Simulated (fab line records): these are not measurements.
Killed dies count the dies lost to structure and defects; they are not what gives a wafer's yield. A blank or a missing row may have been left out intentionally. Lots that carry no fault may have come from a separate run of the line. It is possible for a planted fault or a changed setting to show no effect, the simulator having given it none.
Matching of chambers || flow n5Finfet || N5_BEOL_M3_STRIP_36 on rieDiel-05: 4 sister chambers
The step strips in N2/H2. 4 wafers are shown with their chamber, then 8 later ones without.

## WAFERS PAIRED WITH THEIR CHAMBERS
{"wafer": "L082.5", "chamber": 3, "drypumpMotorCurrentA (A)": 4.9}
{"wafer": "L084.5", "chamber": 0, "drypumpMotorCurrentA (A)": 5.6}
{"wafer": "L084.6", "chamber": 1, "drypumpMotorCurrentA (A)": 5.4}
{"wafer": "L085.3", "chamber": 2, "drypumpMotorCurrentA (A)": 5.6}

## WAFERS WITH NO CHAMBER GIVEN
{"wafer": "L085.4", "drypumpMotorCurrentA (A)": 5.6}
{"wafer": "L085.6", "drypumpMotorCurrentA (A)": 5.6}
{"wafer": "L087.1", "drypumpMotorCurrentA (A)": 5.4}
{"wafer": "L087.2", "drypumpMotorCurrentA (A)": 5.5}
{"wafer": "L087.5", "drypumpMotorCurrentA (A)": 5.6}
{"wafer": "L090.4", "drypumpMotorCurrentA (A)": 5.6}
{"wafer": "L090.5", "drypumpMotorCurrentA (A)": 5.0}
{"wafer": "L090.6", "drypumpMotorCurrentA (A)": 5.6}

## WHICH CHAMBER EACH ONE RAN IN
{"wafer": "L085.4", "from the rows above": "can't be placed: 0 or 2", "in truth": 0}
{"wafer": "L085.6", "from the rows above": "can't be placed: 0 or 2", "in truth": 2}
{"wafer": "L087.1", "from the rows above": 1, "in truth": 1}
{"wafer": "L087.2", "from the rows above": "can't be placed: 0 or 1 or 2", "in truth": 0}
{"wafer": "L087.5", "from the rows above": "can't be placed: 0 or 2", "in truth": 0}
{"wafer": "L090.4", "from the rows above": "can't be placed: 0 or 2", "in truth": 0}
{"wafer": "L090.5", "from the rows above": 3, "in truth": 3}
{"wafer": "L090.6", "from the rows above": "can't be placed: 0 or 2", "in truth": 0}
2 of 8 placed correctly. Not placeable from these rows: 6 (in 6, the candidates include the true chamber). 0 placed wrongly.
How it was worked out, from the rows above alone: a wafer's distance from a chamber is the root of the sum, over the readings, of the square of ((its reading less the chamber's mean) divided by the reading's scatter). The wafer belongs to the nearest chamber; if the next one is less than 2 further off, it can't be placed. A chamber's mean is the mean of its shown wafers. The scatter: root of mean squared gap, hidden wafer to nearest shown wafer, with one shown wafer a chamber.
